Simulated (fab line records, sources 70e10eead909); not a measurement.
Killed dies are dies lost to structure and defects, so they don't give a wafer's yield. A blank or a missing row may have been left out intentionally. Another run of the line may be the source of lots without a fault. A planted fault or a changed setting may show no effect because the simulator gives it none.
Which of the tools did it? / flow nand_harc / 14 lots, 42 wafers sampled, at 5 steps of a route of 1302

## WHAT EACH GAUGE READ, for each wafer
NHARC_A_BLC_INSPECT_12.
lot=L530; measured=day 23 03:41; on=defect_inspect-01; raw_defect_count=136 104 113
lot=L533; measured=day 23 14:45; on=defect_inspect-02; raw_defect_count=93 101 99
lot=L531; measured=day 23 17:03; on=defect_inspect-02; raw_defect_count=23 22 31
lot=L532; measured=day 24 01:43; on=defect_inspect-02; raw_defect_count=59 56 67
lot=L534; measured=day 25 09:01; on=defect_inspect-01; raw_defect_count=55 53 61
lot=L536; measured=day 25 16:37; on=defect_inspect-01; raw_defect_count=103 114 113
lot=L537; measured=day 26 07:43; on=defect_inspect-01; raw_defect_count=142 177 168
lot=L541; measured=day 27 23:54; on=defect_inspect-02; raw_defect_count=61 71 67
lot=L543; measured=day 28 14:24; on=defect_inspect-02; raw_defect_count=93 80 101
lot=L544; measured=day 28 20:20; on=defect_inspect-01; raw_defect_count=77 86 61
lot=L545; measured=day 29 17:38; on=defect_inspect-01; raw_defect_count=104 87 112
lot=L550; measured=day 31 04:31; on=defect_inspect-02; raw_defect_count=145 143 124
lot=L549; measured=day 31 06:32; on=defect_inspect-02; raw_defect_count=88 74 75
lot=L551; measured=day 31 18:32; on=defect_inspect-01; raw_defect_count=107 107 111

NHARC_END_SORT_01.
lot=L541; measured=day 29 18:42; on=prober-01; defect_limited_yield (%)=91.3 91.7 91.4; killed_at_array=55 50 52; killed_at_other=2 3 3; killed_at_periphery=2 3 3; killed_dies=59 56 58; killed_open=3 2 1; killed_short=2 2 1
lot=L543; measured=day 30 10:46; on=prober-01; defect_limited_yield (%)=90.4 90.3 89.7; killed_at_array=64 63 68; killed_at_other=1 2 0; killed_at_periphery=0 1 2; killed_dies=65 66 70; killed_open=0 4 2; killed_short=2 1 4
lot=L545; measured=day 31 15:16; on=prober-02; defect_limited_yield (%)=88.8 88.2 87.3; killed_at_array=75 75 82; killed_at_other=1 0 1; killed_at_periphery=0 5 3; killed_dies=76 80 86; killed_open=0 7 3; killed_short=2 9 5

## WHICH TOOL RAN EACH LOT (tool, then ch and the chambers of the sampled wafers, then the start)
lot=L530; NHARC_A_CONTACT_ETCH_137=har_cap_etch-02 ch 1, day 22 23:16; NHARC_A_BLC_PVD_32=pvd_sputter-01, day 23 07:00 or earlier; NHARC_A_M0_SOFTBAKE_04=litho_track-01 ch 0, day 23 07:00
lot=L533; NHARC_A_CONTACT_ETCH_137=har_cap_etch-03 ch 0,1, day 23 10:28; NHARC_A_BLC_PVD_32=pvd_sputter-01, day 23 18:00 or earlier; NHARC_A_M0_SOFTBAKE_04=litho_track-01 ch 0, day 23 18:00
lot=L531; NHARC_A_CONTACT_ETCH_137=har_cap_etch-01 ch 0,1, day 23 12:28; NHARC_A_BLC_PVD_32=pvd_sputter-02, day 23 20:00 or earlier; NHARC_A_M0_SOFTBAKE_04=litho_track-04 ch 0, day 23 20:00
lot=L532; NHARC_A_CONTACT_ETCH_137=har_cap_etch-03 ch 0,1, day 23 21:20; NHARC_A_BLC_PVD_32=pvd_sputter-03, day 24 05:00 or earlier; NHARC_A_M0_SOFTBAKE_04=litho_track-01 ch 0, day 24 05:00
lot=L534; NHARC_A_CONTACT_ETCH_137=har_cap_etch-01 ch 0,1, day 25 04:38; NHARC_A_BLC_PVD_32=pvd_sputter-03, day 25 12:00 or earlier; NHARC_A_M0_SOFTBAKE_04=litho_track-04 ch 0, day 25 12:00
lot=L536; NHARC_A_CONTACT_ETCH_137=har_cap_etch-03 ch 0,1, day 25 12:17; NHARC_A_BLC_PVD_32=pvd_sputter-03, day 25 20:00 or earlier; NHARC_A_M0_SOFTBAKE_04=litho_track-06 ch 0, day 25 20:00
lot=L537; NHARC_A_CONTACT_ETCH_137=har_cap_etch-01 ch 0,1, day 26 03:11; NHARC_A_BLC_PVD_32=pvd_sputter-02, day 26 11:00 or earlier; NHARC_A_M0_SOFTBAKE_04=litho_track-01 ch 0, day 26 11:00
lot=L541; NHARC_A_CONTACT_ETCH_137=har_cap_etch-01 ch 0,1, day 27 19:38; NHARC_A_BLC_PVD_32=pvd_sputter-01, day 28 03:00 or earlier; NHARC_A_M0_SOFTBAKE_04=litho_track-04 ch 0, day 28 03:00
lot=L543; NHARC_A_CONTACT_ETCH_137=har_cap_etch-01 ch 0,1, day 28 10:08; NHARC_A_BLC_PVD_32=pvd_sputter-02, day 28 18:00 or earlier; NHARC_A_M0_SOFTBAKE_04=litho_track-04 ch 0, day 28 18:00
lot=L544; NHARC_A_CONTACT_ETCH_137=har_cap_etch-02 ch 0, day 28 15:59; NHARC_A_BLC_PVD_32=pvd_sputter-02, day 28 23:00 or earlier; NHARC_A_M0_SOFTBAKE_04=litho_track-04 ch 0, day 28 23:00
lot=L545; NHARC_A_CONTACT_ETCH_137=har_cap_etch-01 ch 0,1, day 29 12:43; NHARC_A_BLC_PVD_32=pvd_sputter-01, day 29 21:00 or earlier; NHARC_A_M0_SOFTBAKE_04=litho_track-06 ch 0, day 29 21:00
lot=L550; NHARC_A_CONTACT_ETCH_137=har_cap_etch-02 ch 0,1, day 31 00:14; NHARC_A_BLC_PVD_32=pvd_sputter-03, day 31 08:00 or earlier; NHARC_A_M0_SOFTBAKE_04=litho_track-01 ch 0, day 31 08:00
lot=L549; NHARC_A_CONTACT_ETCH_137=har_cap_etch-01 ch 0,1, day 31 01:25; NHARC_A_BLC_PVD_32=pvd_sputter-01, day 31 10:00 or earlier; NHARC_A_M0_SOFTBAKE_04=litho_track-06 ch 0, day 31 10:00
lot=L551; NHARC_A_CONTACT_ETCH_137=har_cap_etch-01 ch 0,1, day 31 14:19; NHARC_A_BLC_PVD_32=pvd_sputter-03, day 31 22:00 or earlier; NHARC_A_M0_SOFTBAKE_04=litho_track-01 ch 0, day 31 22:00
- NHARC_A_CONTACT_ETCH_137: etches the open film in C4F8/O2/Ar, time 311 s, target depth 1912 nm.
- NHARC_A_BLC_PVD_32: deposits Ti, target thk 5 nm, time 17.7 s.
- NHARC_A_M0_SOFTBAKE_04: time 55 s.

## WHAT THE TOOLS THEMSELVES READ (means of the sampled wafers that have a number; where no wafer has one, the mark that the record gives instead)
NHARC_A_BLC_PVD_32.
lot=L530; tool=pvd_sputter-01; throttle_valve_pct (%)=29.5
lot=L533; tool=pvd_sputter-01; throttle_valve_pct (%)=29.1
lot=L531; tool=pvd_sputter-02; throttle_valve_pct (%)=30.3
lot=L532; tool=pvd_sputter-03; throttle_valve_pct (%)=30.6
lot=L534; tool=pvd_sputter-03; throttle_valve_pct (%)=29.0
lot=L536; tool=pvd_sputter-03; throttle_valve_pct (%)=31.1
lot=L537; tool=pvd_sputter-02; throttle_valve_pct (%)=29.5
lot=L541; tool=pvd_sputter-01; throttle_valve_pct (%)=29.9
lot=L543; tool=pvd_sputter-02; throttle_valve_pct (%)=30.1
lot=L544; tool=pvd_sputter-02; throttle_valve_pct (%)=30.6
lot=L545; tool=pvd_sputter-01; throttle_valve_pct (%)=28.4
lot=L550; tool=pvd_sputter-03; throttle_valve_pct (%)=29.4
lot=L549; tool=pvd_sputter-01; throttle_valve_pct (%)=28.5
lot=L551; tool=pvd_sputter-03; throttle_valve_pct (%)=29.4

NHARC_A_M0_SOFTBAKE_04.
lot=L530; tool=litho_track-01; heater_power_total_W (W)=188.55
lot=L533; tool=litho_track-01; heater_power_total_W (W)=188.39
lot=L531; tool=litho_track-04; heater_power_total_W (W)=188.55
lot=L532; tool=litho_track-01; heater_power_total_W (W)=188.32
lot=L534; tool=litho_track-04; heater_power_total_W (W)=188.35
lot=L536; tool=litho_track-06; heater_power_total_W (W)=188.34
lot=L537; tool=litho_track-01; heater_power_total_W (W)=188.46
lot=L541; tool=litho_track-04; heater_power_total_W (W)=199.65
lot=L543; tool=litho_track-04; heater_power_total_W (W)=199.76
lot=L544; tool=litho_track-04; heater_power_total_W (W)=199.67
lot=L545; tool=litho_track-06; heater_power_total_W (W)=188.54
lot=L550; tool=litho_track-01; heater_power_total_W (W)=188.56
lot=L549; tool=litho_track-06; heater_power_total_W (W)=188.41
lot=L551; tool=litho_track-01; heater_power_total_W (W)=188.48

## THE ANSWER, worked out from the rows above alone
Rule: what is usual is taken from the lots themselves. The widest of any qualifying gaps counts: lots, ordered by their means at a reading, are off when they make up no more than a third of the lots, leave a main group of 4 or more, and stand apart from it by 3 or more times the standard deviation of that group's means. A main group whose means are all the same, to the digits that the tables above print for the reading, isn't used. Also off: a lot with no number at a reading for which 4 or more lots have one. All remaining lots with rows at the step are treated as sound. After the gauges, taken in route order, come the tools' own readings; for these a lot's mean is taken, as printed above. At the first step where some lot is off, the reading lying furthest off is the one used; lots without a number count as furthest.
Off, at NHARC_A_M0_SOFTBAKE_04 on heater_power_total_W: L541, L543, L544. Mean 188.45 W and standard deviation 0.088 in the main group.
If a tool, at that step or one of the process steps before it, ran each lot that is off and ran no sound lot following the first of them, it fits. Because NHARC_A_BLC_PVD_32 lacks a start for some lots, the hours and order of its lots are taken from NHARC_A_M0_SOFTBAKE_04. One fits: litho_track-04 at NHARC_A_M0_SOFTBAKE_04. Its last sound lot is L534 (day 25 12:00), its first lot that is off L541 (day 28 03:00): a fault that began between those two fits.
On the lots that are off, the tool's own readings at NHARC_A_M0_SOFTBAKE_04 differ by more than 5 times the standard deviation of the sound lots' means, which bears it out; heater_power_total_W reads 199.69 W there versus 188.45 W on the sound lots.

## WHAT THE SIMULATOR PUT IN
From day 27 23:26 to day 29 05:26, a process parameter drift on litho_track-04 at NHARC_A_M0_SOFTBAKE_04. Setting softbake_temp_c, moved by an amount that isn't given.
Shown lots that were struck: L541, L543, L544. Same finding as the rule above.
